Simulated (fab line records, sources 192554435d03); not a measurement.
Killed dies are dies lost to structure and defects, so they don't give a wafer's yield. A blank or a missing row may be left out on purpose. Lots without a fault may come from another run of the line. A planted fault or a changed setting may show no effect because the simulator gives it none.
Chamber matching | flow n5_finfet | N5_GATE_CUT_DESCUM_18 on rie_diel-01: 4 sister chambers
The step chemistry O2, time 7 s. 8 wafers are shown with their chamber, then 9 later ones without.

WAFERS WITH THEIR CHAMBER
wafer  | chamber | showerhead_plenum_p_Torr (Torr) | throttle_valve_pct (%)
L079.5 | 2       | 2.17                            | 20.08
L080.6 | 1       | 2.25                            | 20.36
L087.2 | 0       | 2.11                            | 20.24
L088.4 | 0       | 2.11                            | 20.23
L088.5 | 3       | 2.10                            | 20.45
L090.1 | 3       | 2.09                            | 20.47
L090.4 | 1       | 2.24                            | 20.38
L090.5 | 2       | 2.17                            | 20.11

WAFERS WITHOUT THEIR CHAMBER
wafer  | showerhead_plenum_p_Torr (Torr) | throttle_valve_pct (%)
L094.1 | 2.24                            | 20.41
L094.4 | 2.16                            | 20.12
L094.5 | 2.16                            | 20.12
L095.1 | 2.16                            | 20.13
L095.4 | 2.24                            | 20.40
L095.6 | 2.16                            | 20.14
L096.3 | 2.11                            | 20.25
L096.5 | 2.16                            | 20.14
L096.6 | 2.09                            | 20.49

WHICH CHAMBER EACH WENT THROUGH
wafer  | from the rows above | in truth
L094.1 | 1                   | 1
L094.4 | 2                   | 2
L094.5 | 2                   | 2
L095.1 | 2                   | 2
L095.4 | 1                   | 1
L095.6 | 2                   | 2
L096.3 | 0                   | 0
L096.5 | 2                   | 2
L096.6 | 3                   | 3
Placed correctly: 9 of 9. Can't be placed from these rows: 0. Placed wrongly: 0.
How it was worked out, from the rows above alone: a wafer's distance from a chamber is the root of the sum, over the readings, of the square of ((its reading less the chamber's mean) divided by the reading's scatter). The wafer belongs to the nearest chamber; if the next one is less than 2 further off, it can't be placed. A chamber's mean is the mean of its shown wafers. The scatter: the root of (the sum of the squares of (reading less its chamber's mean) over the shown wafers, divided by (wafers less chambers)).
